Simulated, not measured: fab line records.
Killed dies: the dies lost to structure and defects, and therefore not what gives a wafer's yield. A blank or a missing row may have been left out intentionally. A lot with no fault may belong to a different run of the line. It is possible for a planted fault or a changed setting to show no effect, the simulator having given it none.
What tool caused it? :: flow nand-harc :: 6 lots with 18 wafers sampled at 5 steps, on a route of 1302 steps

## WHAT THE GAUGES SHOWED, per wafer
NHARC_END_SORT_01.
lot: L539
measured: day 25 13:18
on: prober-02
killed-dies: 59 83 62

lot: L542
measured: day 27 09:49
on: prober-01
killed-dies: 61 59 67

lot: L545
measured: day 28 11:47
on: prober-02
killed-dies: 27 30 23

lot: L549
measured: day 30 19:32
on: prober-02
killed-dies: 677 677 677

lot: L551
measured: day 31 00:41
on: prober-01
killed-dies: 61 54 51

lot: L559
measured: day 34 08:28
on: prober-02
killed-dies: 75 70 63

## TOOL THAT RAN EACH LOT (tool first, then ch and the chambers of the sampled wafers, then the start)
lot: L539
NHARC_A_STAIRCASE_ETCH_223: rie-diel-11 ch 0,3, day 17 05:56 or earlier
NHARC_A_STAIRCASE_ETCH_225: rie-diel-11 ch 0,2, day 17 05:56 or earlier
NHARC_A_STAIRCASE_TRIM_226: rie-diel-11 ch 1,3, day 17 05:56
NHARC_A_STAIRCASE_TRIM_235: rie-diel-11 ch 1,2, day 25 13:18 or earlier

lot: L542
NHARC_A_STAIRCASE_ETCH_223: rie-diel-11 ch 1,2,3, day 19 02:38 or earlier
NHARC_A_STAIRCASE_ETCH_225: rie-diel-11 ch 0,1,3, day 19 02:38 or earlier
NHARC_A_STAIRCASE_TRIM_226: rie-diel-11 ch 1,2,3, day 19 02:38
NHARC_A_STAIRCASE_TRIM_235: rie-diel-13 ch 0,3, day 27 09:49 or earlier

lot: L545
NHARC_A_STAIRCASE_ETCH_223: rie-diel-11 ch 0,1, day 20 07:23 or earlier
NHARC_A_STAIRCASE_ETCH_225: rie-diel-11 ch 2,3, day 20 07:23 or earlier
NHARC_A_STAIRCASE_TRIM_226: rie-diel-11 ch 1,2, day 20 07:23
NHARC_A_STAIRCASE_TRIM_235: rie-diel-08 ch 2,3, day 28 11:47 or earlier

lot: L549
NHARC_A_STAIRCASE_ETCH_223: rie-diel-11 ch 0,2,3, day 22 04:41 or earlier
NHARC_A_STAIRCASE_ETCH_225: rie-diel-11 ch 1,2,3, day 22 04:41 or earlier
NHARC_A_STAIRCASE_TRIM_226: rie-diel-11 ch 1,2,3, day 22 04:41
NHARC_A_STAIRCASE_TRIM_235: rie-diel-11 ch 1,2,3, day 30 19:32 or earlier

lot: L551
NHARC_A_STAIRCASE_ETCH_223: rie-diel-08 ch 2,3, day 22 15:27 or earlier
NHARC_A_STAIRCASE_ETCH_225: rie-diel-08 ch 0,1,3, day 22 15:27 or earlier
NHARC_A_STAIRCASE_TRIM_226: rie-diel-08 ch 0,2,3, day 22 15:27
NHARC_A_STAIRCASE_TRIM_235: rie-diel-08 ch 0,1,2, day 31 00:41 or earlier

lot: L559
NHARC_A_STAIRCASE_ETCH_223: rie-diel-13 ch 0,1, day 25 16:53 or earlier
NHARC_A_STAIRCASE_ETCH_225: rie-diel-13 ch 1,3, day 25 16:53 or earlier
NHARC_A_STAIRCASE_TRIM_226: rie-diel-13 ch 0,2, day 25 16:53
NHARC_A_STAIRCASE_TRIM_235: rie-diel-08 ch 0,1,3, day 34 08:28 or earlier
- NHARC_A_STAIRCASE_ETCH_223: etches the open film in C4F8/O2, target depth 100 nm, time 40.5 s.
- NHARC_A_STAIRCASE_ETCH_225: etches the open film in C4F8/O2, target depth 100 nm, time 40.5 s.
- NHARC_A_STAIRCASE_TRIM_226: chemistry O2, time 211.2 s.
- NHARC_A_STAIRCASE_TRIM_235: chemistry O2, time 211.2 s.

## THE ANSWER, worked out from the rows above alone
Rule: the lots themselves supply what counts as usual. The widest of any qualifying gaps counts: lots, ordered by their means at a reading, are off when they make up no more than a third of the lots, leave a main group of 4 or more, and stand apart from it by 3 or more times the standard deviation of that group's means. Not used: any main group whose means are identical at the precision the tables above print for the reading. A lot without any number at a reading at which 4 lots or more have one is off too. All remaining lots with rows at the step are treated as sound.
Off at NHARC_END_SORT_01 (killed-dies): L549. Main group: mean 56, sd 16.
A tool fits if, at a process step before that reading, it ran every lot that is off, and no sound lot after the first of them. Gauges at NHARC_END_SORT_01: tried the same way as those tools. Because NHARC_A_STAIRCASE_ETCH_223 lacks a start for some lots, the hours and order of its lots are taken from NHARC_A_STAIRCASE_TRIM_226. Because NHARC_A_STAIRCASE_ETCH_225 lacks a start for some lots, the hours and order of its lots are taken from NHARC_A_STAIRCASE_TRIM_226. Because NHARC_A_STAIRCASE_TRIM_235 lacks a start for some lots, the hours and order of its lots are taken from NHARC_END_SORT_01. One fits: NHARC_A_STAIRCASE_ETCH_223 and NHARC_A_STAIRCASE_ETCH_225 and NHARC_A_STAIRCASE_TRIM_226 and NHARC_A_STAIRCASE_TRIM_235 on rie-diel-11. At NHARC_A_STAIRCASE_ETCH_223 its last sound lot is L545 (day 20 07:23), its first lot that is off L549 (day 22 04:41): a fault that began between those two fits.

## WHAT WAS PUT IN BY THE SIMULATOR
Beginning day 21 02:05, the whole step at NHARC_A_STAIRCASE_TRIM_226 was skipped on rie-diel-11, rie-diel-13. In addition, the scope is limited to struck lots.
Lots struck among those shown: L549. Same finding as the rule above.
